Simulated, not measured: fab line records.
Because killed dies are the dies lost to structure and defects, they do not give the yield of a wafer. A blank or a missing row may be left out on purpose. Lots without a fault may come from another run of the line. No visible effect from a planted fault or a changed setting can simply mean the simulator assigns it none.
One fault through the eyes of 3 desks | flow n5-finfet | each desk holds nothing but its own numbers, with what lay behind them at the end

== FOR THE TOOL OWNER'S DESK: rie-diel-01 ==
The tool's own readings at N5_MOL_CONTACT_COAG_ETCHBACK_134 (etches SiO2 in CHF3, target depth 10 nm, time 6.7 s): means of the sampled wafers that have a number, for each lot that ran on this tool. If a lot's mean is further than 4 standard deviations from the usual mean, the lot is out of limits and carries the mark OUT (the distance appears in the brackets).
Columns: A = drypump-motor-current-A at N5_MOL_CONTACT_COAG_ETCHBACK_134, usual 5.6 A; B = oes_ar_750_au at N5_MOL_CONTACT_COAG_ETCHBACK_134, usual 0.79 a.u.; C = oes-product-au at N5_MOL_CONTACT_COAG_ETCHBACK_134, usual 0.79 a.u.; D = rf-vpp-V at N5_MOL_CONTACT_COAG_ETCHBACK_134, usual 525 V; E = showerhead-plenum-p-Torr at N5_MOL_CONTACT_COAG_ETCHBACK_134, usual 2.39 Torr; F = throttle-valve-pct at N5_MOL_CONTACT_COAG_ETCHBACK_134, usual 18.72 %
lot  | first seen here | A   | B    | C    | D   | E    | F
L796 | day 6 02:31     | 5.5 | 0.75 | 0.75 | 519 | 2.40 | 18.92
L805 | day 8 09:05     | 6.1 | 0.91 | 1.01 | 522 | 2.42 | 18.45
L806 | day 8 23:09     | 6.1 | 0.78 | 0.90 | 529 | 2.42 | 18.66
L807 | day 9 02:32     | 5.8 | 0.81 | 0.93 | 525 | 2.50 | 18.74
This desk's verdict: no lot among the 4 shows anything out of limits.

== THE DEFECT DESK ==
Per lot, the means of the sampled wafers with a number show what the inspections along the route counted. If a lot's mean is further than 4 standard deviations from the usual mean, the lot is out of limits and carries the mark OUT (the distance appears in the brackets).
Columns: A = raw-defect-count at N5_MOL_CONTACT_COAG_INSPECT_42, usual 208
lot  | first seen here | A
L796 | day 6 02:10     | 264
L799 | day 6 21:43     | 197
L805 | day 8 08:44     | 248
L806 | day 8 22:08     | 190
L807 | day 9 01:55     | 274
L811 | day 9 20:15     | 254
L813 | day 10 11:54    | 184
This desk's verdict: no lot among the 7 shows anything out of limits.

== FROM THE METROLOGY DESK ==
Means of the sampled wafers that have a number, per lot and without regard to the tool the lot ran on: this is what the gauges read. If a lot's mean is further than 4 standard deviations from the usual mean, the lot is out of limits and carries the mark OUT (the distance appears in the brackets). Only the readings that lie furthest out on some lot appear, 7 of the 12 it has.
Columns: A = VD_OVL at N5_MOL_CONTACT_COAG_OVL_MEAS_41, usual -0.4 nm; B = IOFF_N at N5_BEOL_M4_RC_MEAS_101, usual 0.16 nA/um; C = IOFF_P at N5_BEOL_M4_RC_MEAS_101, usual 0.21 nA/um; D = ION_N at N5_BEOL_M4_RC_MEAS_101, usual 675 uA/um; E = ION_P at N5_BEOL_M4_RC_MEAS_101, usual 462 uA/um; F = VT_N at N5_BEOL_M4_RC_MEAS_101, usual 249 mV; G = VT_P at N5_BEOL_M4_RC_MEAS_101, usual -250 mV
lot  | first seen here | A    | B    | C    | D   | E   | F   | G
L796 | day 6 02:05     | -0.3 | 0.18 | 0.25 | 680 | 466 | 247 | -248
L799 | day 6 21:37     | 1.5  | 0.17 | 0.25 | 678 | 466 | 249 | -247
L805 | day 8 08:39     | 0.0  | 0.16 | 0.18 | 672 | 456 | 252 | -252
L806 | day 8 22:04     | -0.6 | 0.20 | 0.30 | 686 | 476 | 246 | -242
L807 | day 9 01:50     | -0.4 | 0.19 | 0.25 | 682 | 468 | 247 | -246
L811 | day 9 20:09     | -0.5 | 0.16 | 0.22 | 669 | 462 | 252 | -248
L813 | day 10 11:49    | -0.4 | 0.21 | 0.24 | 689 | 466 | 245 | -251
This desk's verdict: no lot among the 7 shows anything out of limits.

== TAKEN TOGETHER ==
Nothing out of limits was seen by the tool owner's desk.
Nothing out of limits was seen by the defect desk.
The metrology desk saw nothing out of limits.

== WHAT THE SIMULATOR HAD PUT IN ==
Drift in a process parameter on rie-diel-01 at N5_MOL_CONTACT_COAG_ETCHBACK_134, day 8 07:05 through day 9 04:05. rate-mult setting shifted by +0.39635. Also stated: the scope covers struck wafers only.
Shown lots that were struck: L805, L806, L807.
